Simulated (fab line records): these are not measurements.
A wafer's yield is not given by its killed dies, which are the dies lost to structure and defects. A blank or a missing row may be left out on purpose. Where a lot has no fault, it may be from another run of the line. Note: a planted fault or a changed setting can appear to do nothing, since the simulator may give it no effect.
Matching of chambers	flow n5Finfet	3 sister chambers for N5_HKMG_FIN_ETCH_86 on rieDiel-05
The step etches SOC in N2/H2, stops on TiN, target depth 393.2 nm. 24 wafers are shown with their chamber, then 11 later ones without.

WAFERS WITH THEIR CHAMBER
wafer	chamber	showerheadPlenumPTorr (Torr)	oesProductAu (a.u.)	throttleValvePct (%)
L076.3	2	2.65	0.76	17.91
L076.4	3	2.49	0.66	17.72
L076.6	2	2.65	0.76	17.93
L078.2	0	2.59	0.90	17.59
L078.3	3	2.49	0.66	17.75
L078.6	0	2.59	0.90	17.61
L077.4	0	2.59	0.90	17.60
L077.5	0	2.59	0.89	17.61
L077.6	0	2.59	0.90	17.61
L079.1	3	2.49	0.66	17.76
L079.4	3	2.49	0.66	17.73
L079.6	0	2.59	0.88	17.61
L082.1	3	2.49	0.66	17.75
L082.3	2	2.65	0.75	17.95
L082.4	2	2.65	0.75	17.93
L084.1	0	2.58	0.86	17.64
L084.3	2	2.65	0.75	17.96
L084.4	2	2.65	0.75	17.96
L086.2	0	2.58	0.85	17.63
L086.4	2	2.64	0.74	17.94
L086.5	0	2.58	0.85	17.65
L090.2	0	2.58	0.84	17.66
L090.4	2	2.64	0.74	17.99
L090.6	0	2.58	0.84	17.65

SIGNATURES, as means of the wafers listed above
reading	chamber 0	chamber 2	chamber 3	scatter within a chamber
showerheadPlenumPTorr	2.5855	2.6475	2.4900	0.00449
oesProductAu	0.8736	0.7500	0.6600	0.0183
throttleValvePct	17.6236	17.9462	17.7420	0.0226
Rule: for a wafer and a chamber, the distance is found by dividing, reading by reading, the gap between the wafer's reading and the chamber's mean by the reading's scatter, squaring, summing and taking the root. If the next closest chamber is less than 2 further off than the closest, the wafer can't be placed; otherwise it belongs to the closest. How the scatter is found: for the shown wafers, subtract from each reading the mean of its chamber, square and add these, divide the total by (wafers less chambers), then take the root.

WAFERS WITH NO CHAMBER GIVEN
wafer	showerheadPlenumPTorr (Torr)	oesProductAu (a.u.)	throttleValvePct (%)
L091.2	2.58	0.83	17.66
L091.5	2.64	0.74	17.98
L091.6	2.48	0.94	17.31
L093.2	2.48	0.92	17.31
L093.6	2.57	0.83	17.67
L094.1	2.57	0.84	17.68
L094.3	2.48	0.92	17.32
L094.4	2.64	0.72	17.98
L095.2	2.64	0.73	18.00
L095.5	2.57	0.82	17.65
L095.6	2.48	0.91	17.31

WHICH CHAMBER EACH ONE RAN IN
wafer	from the rows above	in truth
L091.2	0	0
L091.5	2	2
L091.6	3	3
L093.2	3	3
L093.6	0	0
L094.1	0	0
L094.3	3	3
L094.4	2	2
L095.2	2	2
L095.5	0	0
L095.6	3	3
Correctly placed: 11 of 11. Left unplaced by these rows: 0. Placed wrongly: 0.
